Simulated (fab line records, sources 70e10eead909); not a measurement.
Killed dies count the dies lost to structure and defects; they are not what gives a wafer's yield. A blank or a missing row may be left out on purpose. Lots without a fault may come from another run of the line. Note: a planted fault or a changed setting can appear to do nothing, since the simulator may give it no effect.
Matching of chambers	flow nand harc	NHARC_A_CHANNEL_FILL_D1_ALD_25 on ald hk-02 has 4 sister chambers
The step deposits SiOx, target thk 60 nm, pulse time 10 s, ald cycles 600. 4 wafers are shown with their chamber, then 12 later ones without.

== WAFERS, EACH WITH ITS CHAMBER ==
wafer	chamber	heater power outer w (W)
L077.3	0	319
L088.2	3	281
L088.1	1	280
L088.5	2	187

== WAFERS WHOSE CHAMBER IS MISSING ==
wafer	heater power outer w (W)
L090.1	267
L090.4	278
L090.5	276
L091.1	273
L091.4	331
L091.5	334
L096.3	276
L096.4	334
L096.5	280
L097.3	334
L097.4	266
L097.6	281

== WHICH CHAMBER EACH WENT THROUGH ==
wafer	from the rows above	in truth
L090.1	can't be placed: 1 or 3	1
L090.4	can't be placed: 1 or 3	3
L090.5	can't be placed: 1 or 3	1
L091.1	can't be placed: 1 or 3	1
L091.4	0	0
L091.5	0	0
L096.3	can't be placed: 1 or 3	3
L096.4	0	0
L096.5	can't be placed: 1 or 3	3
L097.3	0	0
L097.4	can't be placed: 1 or 3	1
L097.6	can't be placed: 3 or 1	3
Correctly placed: 4 of 12. Not placeable from these rows: 8 (in 8, the candidates include the true chamber). Wrongly placed: 0.
How it was worked out, from the rows above alone: a wafer's distance from a chamber is the root of the sum, over the readings, of the square of ((its reading less the chamber's mean) divided by the reading's scatter). The wafer belongs to the nearest chamber; if the next one is less than 2 further off, it can't be placed. Each chamber's mean is taken over the wafers shown for it. The scatter (one wafer shown for each chamber): square how far every hidden wafer sits from the nearest shown wafer, average those squares and take the square root.
